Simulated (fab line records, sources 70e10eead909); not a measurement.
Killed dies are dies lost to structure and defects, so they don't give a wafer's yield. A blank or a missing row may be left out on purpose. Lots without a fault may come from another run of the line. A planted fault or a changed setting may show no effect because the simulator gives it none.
Chamber matching | flow nand_harc | NHARC_P_ZERO_WELL_ETCH_63 on rie_si-01: 4 sister chambers
The step etches the open film in HBr/Cl2, target depth 120 nm, time 40.1 s. 14 wafers are shown with their chamber, then 7 later ones without.

WAFERS WITH THEIR CHAMBER
wafer  | chamber | drypump_motor_current_A (A) | he_backside_leak_sccm (sccm) | oes_product_au (a.u.)
L075.1 | 0       | 6.2                         | 2.79                         | 1.009
L075.4 | 2       | 5.8                         | 3.18                         | 1.023
L075.6 | 3       | 4.7                         | 2.41                         | 0.993
L077.4 | 0       | 6.2                         | 2.84                         | 1.017
L077.5 | 3       | 4.7                         | 2.58                         | 0.990
L077.6 | 0       | 6.2                         | 2.83                         | 1.015
L082.1 | 0       | 6.1                         | 2.69                         | 1.012
L082.2 | 3       | 4.7                         | 2.33                         | 1.003
L082.4 | 2       | 5.8                         | 2.84                         | 1.003
L083.1 | 1       | 6.0                         | 2.38                         | 1.006
L083.2 | 2       | 5.8                         | 2.97                         | 1.015
L083.4 | 0       | 6.2                         | 2.68                         | 1.020
L084.4 | 1       | 6.1                         | 2.56                         | 0.986
L084.5 | 3       | 4.7                         | 2.44                         | 1.003

SIGNATURES (means of the wafers above)
reading                 | chamber 0 | chamber 1 | chamber 2 | chamber 3 | scatter within a chamber
drypump_motor_current_A | 6.180     | 6.050     | 5.800     | 4.700     | 0.0361
he_backside_leak_sccm   | 2.7660    | 2.4700    | 2.9967    | 2.4400    | 0.114
oes_product_au          | 1.01460   | 0.99600   | 1.01367   | 0.99725   | 0.00783
Rule: a wafer's distance from a chamber is the root of the sum, over the readings, of the square of ((its reading less the chamber's mean) divided by the reading's scatter). The wafer belongs to the nearest chamber; if the next one is less than 2 further off, it can't be placed. The scatter: the root of (the sum of the squares of (reading less its chamber's mean) over the shown wafers, divided by (wafers less chambers)).

WAFERS WITHOUT THEIR CHAMBER
wafer  | drypump_motor_current_A (A) | he_backside_leak_sccm (sccm) | oes_product_au (a.u.)
L084.6 | 5.8                         | 2.98                         | 1.002
L092.1 | 6.1                         | 2.61                         | 1.006
L092.2 | 4.7                         | 2.58                         | 1.005
L092.3 | 6.2                         | 2.83                         | 0.997
L096.1 | 6.2                         | 2.80                         | 1.011
L096.2 | 6.0                         | 2.32                         | 1.004
L096.3 | 5.8                         | 2.93                         | 1.030

WHICH CHAMBER EACH WENT THROUGH
wafer  | from the rows above     | in truth
L084.6 | 2                       | 2
L092.1 | can't be placed: 1 or 0 | 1
L092.2 | 3                       | 3
L092.3 | 0                       | 0
L096.1 | 0                       | 0
L096.2 | 1                       | 1
L096.3 | 2                       | 2
Placed correctly: 6 of 7. Can't be placed from these rows: 1 (the true chamber is among the candidates in 1). Placed wrongly: 0.
